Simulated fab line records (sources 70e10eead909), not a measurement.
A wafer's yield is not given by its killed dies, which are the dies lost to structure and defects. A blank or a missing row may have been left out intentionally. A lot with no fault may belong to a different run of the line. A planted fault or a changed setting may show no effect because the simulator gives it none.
Problem report, 8D (eight disciplines) form, completed by code -- flow nandHarc -- the parts of the form that need people (team, actions taken, sign-off) are left out

## 1. WHAT WENT WRONG
Wafers without a fault read 60.78, standard deviation 0.063; exposureDoseMJCm2 at NHARC_A_SLIT_EXPOSE_06 reads a mean of 62.40 on 6 wafers belonging to 2 lots. Measured from the usual mean, that is +26 standard deviations.
The step: exposes mask SLIT.
Earliest sighting: wafer L175.1 on arfiScanner-01 at day 17 05:51. The record has a number at this step for 39 wafers belonging to 13 lots. Rule for "out" (also "out of limits"): further than 4 standard deviations from the usual mean. The other wafers with a number count as sound.

## 2. WHAT IT IS, WHAT IT ISN'T
question,is,is not
which readings at this step,exposureDoseMJCm2,-
which lots,"L175, L181","L162, L163, L164, L166, L168, L171, L172, L173, L174, L184, L185"
which wafers of those lots,all that have a number,-
read on which tools,arfiScanner-01,"arfiScanner-02, arfiScanner-03"
when,from day 17 05:51,"up to then (24 sound wafers); but 9 sound wafers of L174, L184, L185 came after"

## 3. WHAT RULES OUT EACH SUSPECT
Counting: any tool at a process step up to the reading is kept as a suspect provided that every lot that is out went through it and no sound lot did after the first of them.
- rieDiel-04 at NHARC_A_SGD_CUT_ETCH_58 (etches the open film in CF4, target depth 39 nm, time 65 s): ruled out as a lasting fault. Sound lots L185 ran on it after its first lot that is out, L175 (day 16 19:30).
- arfiScanner-01 at NHARC_A_SLIT_EXPOSE_06 (exposes mask SLIT): kept. All lots that are out passed through it, beginning with L175 at day 17 05:51, and no sound lot followed; its final sound lot before that point was L173 at day 17 04:32. On those wafers its own readings are out: exposureDoseMJCm2.
Left after counting: arfiScanner-01 at NHARC_A_SLIT_EXPOSE_06.

## 4. THE CAUSE (what the simulator had put in)
Process parameter drift: arfiScanner-01, from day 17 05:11 on, at NHARC_A_SLIT_EXPOSE_06. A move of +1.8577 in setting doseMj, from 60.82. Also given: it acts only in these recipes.
The count eliminated every tool but this one.

## 5. THE EFFECT CHAIN, in route order
One row per reading whose mean, taken over the struck wafers that have a number, lies over 3 standard deviations from the usual. Readings are gone through only where the record gives a usual standard deviation; hours: the median, over the lots, of the time from a lot's start at the first step in this table giving one to that lot's start at this step; sigmas: the change measured in usual standard deviations.
hours,step,reading,usual,on struck wafers,change,sigmas
0,NHARC_A_SLIT_EXPOSE_06,exposureDoseMJCm2,60.78,62.40,+1.62,+26
Its process steps:
- NHARC_A_SLIT_EXPOSE_06: exposes mask SLIT.
Later steps that measure or inspect, where all struck wafers having a row at the step show a number for every such reading and not one has moved that far: NHARC_A_SLIT_CD_MEAS_21.

## 6. HOW IT WOULD HAVE BEEN CAUGHT EARLIER
In this record the first reading out of limits was taken at day 17 05:51, 1 hour after the fault began at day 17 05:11.
